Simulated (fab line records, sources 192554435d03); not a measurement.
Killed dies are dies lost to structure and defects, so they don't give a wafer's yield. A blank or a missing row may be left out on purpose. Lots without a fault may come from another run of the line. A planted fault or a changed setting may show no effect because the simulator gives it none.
fab line records | flow n5_finfet | part 2 of 2: steps 23 to 33 of 33
record lots=5 wafers=15 last_day=19
route steps=1938 shown BEOL_M6@1218
lots that met no fault: from a run of the same line without faults
start_h: hours from the record's first day to the start of the lot's first wafer shown | wait_h: hours since the lot's step before | " the same as in the row above | L1.1+2: a row that stands for several wafers | - no value, or no start given | * or withheld: withheld | < > ~ a bound
route shown NAME@n: a module of which the file shows steps, and the number in the route of the first | usual: mean/standard deviation of fault-free wafers | same: alike in all rows | chamber/n: place in a boat | sites: the reading at each site | _std_site: their standard deviation | _edge_site: outer sites' mean less inner sites' | radius_mm: how far each site lies from the wafer's centre | mask NAME#n: copy n | behind: the tool/chamber that last shaped the wafer | hold: why the lot was held/for how many hours/how that ended | device: the transistor (n, p or np) that didn't switch | end of line: the same wafers' tests at the end of the route | a step without rows: its recipe alone | killed: dies lost to structure and defects at the first sort, not the wafer's yield | map: a wafer's dies, x killed, . not, _ none there
set.NAME: the setting as run; set.NAME@STEP: as run at that earlier step | model.NAME: the simulator's own value behind a step, which no gauge read
lots at some steps of the route; a table a step, a row a wafer
services: from which hour (start_h, from the record's first day; less than 0 if before it) a tool's chamber was out of use, for how many hours, and why
## steps
# step N5_BEOL_M6_ETCH_41
# recipe chemistry=CH3F/O2 target=SiCN target_depth_a=297 taper_deg=2 time_s=52 ion_energy_ev=120 mask_material=TiN pressure_mtorr=30 source_w=395 bias_w=75 Ar_flow_sccm=150 CH3F_flow_sccm=30 O2_flow_sccm=20
# usual drypump_motor_current_A=5.6/0.4 oes_product_au=0.77/0.086 rf_vpp_V=296.9/1.7 showerhead_plenum_p_Torr=1.99/0.082 throttle_valve_pct=16.40/0.24
# columns lot.wafer tool chamber start_h wait_h drypump_motor_current_A oes_product_au rf_hours_counter_h rf_vpp_V showerhead_plenum_p_Torr throttle_valve_pct
L076.2 rie_diel-01 2 - - 5.1 0.69 224 295.8 1.98 16.57
L076.3 " 3 " " 5.1 0.75 161 296.3 1.91 16.41
L076.6 " 1 " " 5.8 0.76 - 298.3 2.11 16.23
L077.2 rie_diel-05 0 - - 5.1 0.73 209 294.8 1.90 16.25
L077.3 " 1 " " 6.2 0.77 157 297.2 1.99 16.61
L077.6 " 0 " " 5.1 0.72 - 294.1 1.90 16.25
L085.3 rie_diel-04 2 - - 5.6 0.83 71 298.1 2.05 16.60
L085.5 " 2 " " 5.6 0.84 - 298.2 2.05 16.61
L085.6 " 1 " " 6.1 0.69 - 293.8 1.91 16.69
L087.3 rie_diel-05 0 - - 5.2 0.71 239 295.1 1.89 16.29
L087.5 " 0 " " 5.2 0.70 - 294.7 1.89 16.31
L087.6 " 3 " " 5.5 0.95 - 298.6 2.15 15.92
L094.1 rie_diel-01 1 - - 5.8 0.75 176 297.9 2.10 16.30
L094.2 " 0 " " 6.2 0.89 40 297.9 2.05 16.18
L094.3 " 2 " " 5.1 1.00 4 296.9 1.97 16.11
# step N5_BEOL_M6_STRIP_80
# recipe chemistry=N2/H2 time_s=10 power_w=450 temp_c=40 pressure_mtorr=20 rf_frequency_hz=6e+07 bias_power_w=7 n2_flow_sccm=200 h2_flow_sccm=200
# usual drypump_motor_current_A=5.6/0.4 oes_product_au=0.77/0.087 rf_vpp_V=59.1/0.8 showerhead_plenum_p_Torr=2.50/0.093 throttle_valve_pct=23.6/0.35
# columns lot.wafer tool chamber start_h wait_h drypump_motor_current_A oes_product_au rf_hours_counter_h rf_vpp_V showerhead_plenum_p_Torr throttle_valve_pct
L076.2 rie_diel-01 2 - - 5.1 0.70 224 59.7 2.53 24.4
L076.3 " 3 " " 5.1 0.76 161 57.9 2.40 23.5
L076.6 " 1 " " 5.9 0.78 - 60.8 2.68 23.6
L077.2 rie_diel-05 0 - - 5.1 0.73 209 58.4 2.41 23.8
L077.3 " 1 " " 6.1 0.77 157 59.6 2.51 23.9
L077.6 " 0 " " 5.2 0.73 - 58.3 2.41 23.8
L085.3 rie_diel-04 2 - - 5.6 0.84 71 58.7 2.56 23.7
L085.5 " 2 " " 5.6 0.85 - 59.9 2.56 23.7
L085.6 " 1 " " 6.1 0.69 - 59.5 2.41 23.8
L087.3 rie_diel-05 0 - - 5.1 0.70 239 59.2 2.40 23.8
L087.5 " 0 " " 5.1 0.69 - 59.0 2.40 23.8
L087.6 " 3 " " 5.5 0.95 - 60.1 2.66 22.8
L094.1 rie_diel-01 1 - - 5.8 0.74 176 60.2 2.66 23.7
L094.2 " 0 " " 6.2 0.88 40 59.0 2.56 23.3
L094.3 " 2 " " 5.1 0.99 4 57.4 2.52 24.0
# step N5_BEOL_M6_OCD_MEAS_38
# usual trench_depth_nm=95.0/2.1
# columns lot.wafer tool chamber start_h wait_h trench_depth_nm
L076.2 ocd-01 - 245.55 - 91.9
L076.3 " - " " 91.6
L076.6 " - " " 91.9
L077.2 ocd-02 - 250.59 - 92.5
L077.3 " - " " 95.8
L077.6 " - " " 93.0
L085.3 ocd-02 - 295.54 - 96.2
L085.5 " - " " 97.0
L085.6 " - " " 92.9
L087.3 ocd-01 - 312.56 - 93.3
L087.5 " - " " 93.9
L087.6 " - " " 98.2
L094.1 ocd-02 - 351.70 - 93.4
L094.2 " - " " 96.5
L094.3 " - " " 96.5
# step N5_BEOL_M6_HM_STRIP_39
# recipe chemistry=peroxide_tin_strip material=TiN target_depth_a=250 temp_c=50 time_s=158
# columns lot.wafer tool chamber start_h wait_h
L076.2+3+6 wet_bench-04 5,4,1 245.58 0.0
L077.2+3+6 wet_bench-04 7,1,5 250.62 0.0
L085.3+5+6 wet_bench-05 2,1,6 295.57 0.0
L087.3+5+6 wet_bench-04 7,6,0 312.59 0.0
L094.1+2+3 wet_bench-02 7,2,5 351.73 0.0
# step N5_BEOL_M6_SRD_40
# recipe time_s=30 temp_c=23 rinse_liquid=diw dry=ipa_marangoni
# columns lot.wafer tool chamber start_h wait_h
L076.2+3+6 wet_bench-04 5,4,1 245.63 0.0
L077.2+3+6 wet_bench-04 7,1,5 250.67 0.0
L085.3+5+6 wet_bench-05 2,1,6 295.62 0.0
L087.3+5+6 wet_bench-04 7,6,0 312.64 0.0
L094.1+2+3 wet_bench-02 7,2,5 351.78 0.0
# step N5_BEOL_M6_PRECLEAN_42
# recipe chemistry=residue_remover time_s=60 temp_c=40
# columns lot.wafer tool chamber start_h wait_h
L076.2+3+6 wet_bench-04 5,4,1 245.65 0.0
L077.2+3+6 wet_bench-04 7,1,5 250.68 0.0
L085.3+5+6 wet_bench-05 2,1,6 295.63 0.0
L087.3+5+6 wet_bench-04 7,6,0 312.66 0.0
L094.1+2+3 wet_bench-02 7,2,5 351.79 0.0
# step N5_BEOL_M6_SRD_43
# recipe time_s=30 temp_c=23 rinse_liquid=diw dry=ipa_marangoni
# columns lot.wafer tool chamber start_h wait_h
L076.2+3+6 wet_bench-04 5,4,1 245.67 0.0
L077.2+3+6 wet_bench-04 7,1,5 250.70 0.0
L085.3+5+6 wet_bench-05 2,1,6 295.65 0.0
L087.3+5+6 wet_bench-04 7,6,0 312.68 0.0
L094.1+2+3 wet_bench-02 7,2,5 351.81 0.0
# step N5_BEOL_M6_CD_MEAS_35
# recipe target_cd_nm=40 target_cd_y_nm=28 polarity=opening
# usual cd_nm=40.5/0.92
# columns lot.wafer tool chamber start_h wait_h cd_nm
L076.2 cd_sem-01 - 245.71 0.0 40.6
L076.3 " - " " 39.9
L076.6 " - " " 41.0
L077.2 cd_sem-01 - 250.74 0.0 40.0
L077.3 " - " " 39.6
L077.6 " - " " 40.0
L085.3 cd_sem-02 - 295.69 0.0 40.3
L085.5 " - " " 39.5
L085.6 " - " " 38.8
L087.3 cd_sem-02 - 312.72 0.0 40.3
L087.5 " - " " 40.4
L087.6 " - " " 41.3
L094.1 cd_sem-03 - 351.85 0.0 40.4
L094.2 " - " " 41.2
L094.3 " - " " 41.6
# step N5_BEOL_M6_CURE_75
# recipe temp_c=370 time_s=120 ambient=DMADMS/He material=SiCOH_lowk
# usual lamp_power_pct=52.32/0.049 wafer_temp_C_max=371.7/0.72
# columns lot.wafer tool chamber start_h wait_h lamp_power_pct wafer_temp_C_max
L076.2 uv_cure-03 1 245.93 0.2 52.27 371.8
L076.3 " 1 " " 52.29 371.7
L076.6 " 1 " " 52.30 371.5
L077.2 uv_cure-02 1 250.83 0.1 52.31 370.8
L077.3 " 1 " " 52.28 371.1
L077.6 " 1 " " 52.38 370.9
L085.3 uv_cure-01 2 295.83 0.1 52.40 371.4
L085.5 " 2 " " 52.40 371.7
L085.6 " 2 " " 52.28 371.2
L087.3 uv_cure-01 1 312.91 0.2 52.27 372.5
L087.5 " 1 " " 52.31 371.9
L087.6 " 1 " " 52.24 372.7
L094.1 uv_cure-03 2 352.04 0.2 52.37 370.5
L094.2 " 2 " " 52.28 370.9
L094.3 " 2 " " 52.20 370.9
# step N5_BEOL_M6_DEGAS_44
# recipe ambient=vacuum temp_c=250 time_s=60
# usual heater_power_w=333/22
# columns lot.wafer tool chamber start_h wait_h heater_power_w
L076.2 pvd_sputter-03 - 246.20 0.2 337
L076.3 " - " " 311
L076.6 " - " " 339
L077.2 pvd_sputter-01 - 251.23 0.3 302
L077.3 " - " " 339
L077.6 " - " " 340
L085.3 pvd_sputter-03 - 296.14 0.3 336
L085.5 " - " " 317
L085.6 " - " " 337
L087.3 pvd_sputter-03 - 313.21 0.3 361
L087.5 " - " " 362
L087.6 " - " " 326
L094.1 pvd_sputter-02 - 354.28 2.2 320
L094.2 " - " " 351
L094.3 " - " " 312
# step N5_BEOL_M6_PRE_CLEAN_45
# recipe gas=H2/He time_s=30 temp_c=250
# usual heater_power_w=332/20
# columns lot.wafer tool chamber start_h wait_h heater_power_w
L076.2 pvd_sputter-03 - 246.24 0.0 334
L076.3 " - " " 321
L076.6 " - " " 346
L077.2 pvd_sputter-01 - 251.27 0.0 304
L077.3 " - " " 345
L077.6 " - " " 338
L085.3 pvd_sputter-03 - 296.18 0.0 339
L085.5 " - " " 310
L085.6 " - " " 331
L087.3 pvd_sputter-03 - 313.25 0.0 352
L087.5 " - " " 350
L087.6 " - " " 321
L094.1 pvd_sputter-02 - 354.32 0.0 315
L094.2 " - " " 344
L094.3 " - " " 305
## services
# columns tool chamber start_h hours kind
rie_diel-01 0 223.62 - clean
rie_diel-01 0 223.62 - consumable_replace:focus_ring
rie_diel-01 0 223.62 32.8 scheduled_down
rie_diel-01 0 223.62 32.8 vent_cycle
euv_scanner-01 - 225.53 1.0 pm
rie_diel-05 3 240.08 - clean
rie_diel-05 3 240.08 - consumable_replace:focus_ring
wet_bench-05 - 243.11 7.0 repair
euv_scanner-02 - 259.35 4.0 repair
euv_scanner-02 - 263.37 4.6 pm
rie_diel-04 0 268.44 10.6 repair
euv_scanner-01 - 272.72 2.7 repair
rie_diel-04 3 273.77 2.0 repair
euv_scanner-01 - 281.68 1.0 pm
rie_diel-05 1 286.76 30.4 repair
euv_scanner-01 - 292.69 4.6 pm
euv_scanner-01 - 307.33 12.0 pm
rie_diel-01 1 313.20 6.2 repair
uv_cure-03 - 316.49 1.0 pm
euv_scanner-02 - 319.53 0.4 repair
euv_scanner-02 - 322.13 1.0 pm
euv_scanner-02 - 324.17 2.5 repair
euv_scanner-01 - 337.83 1.0 pm
rie_diel-01 - 351.84 15.6 pm
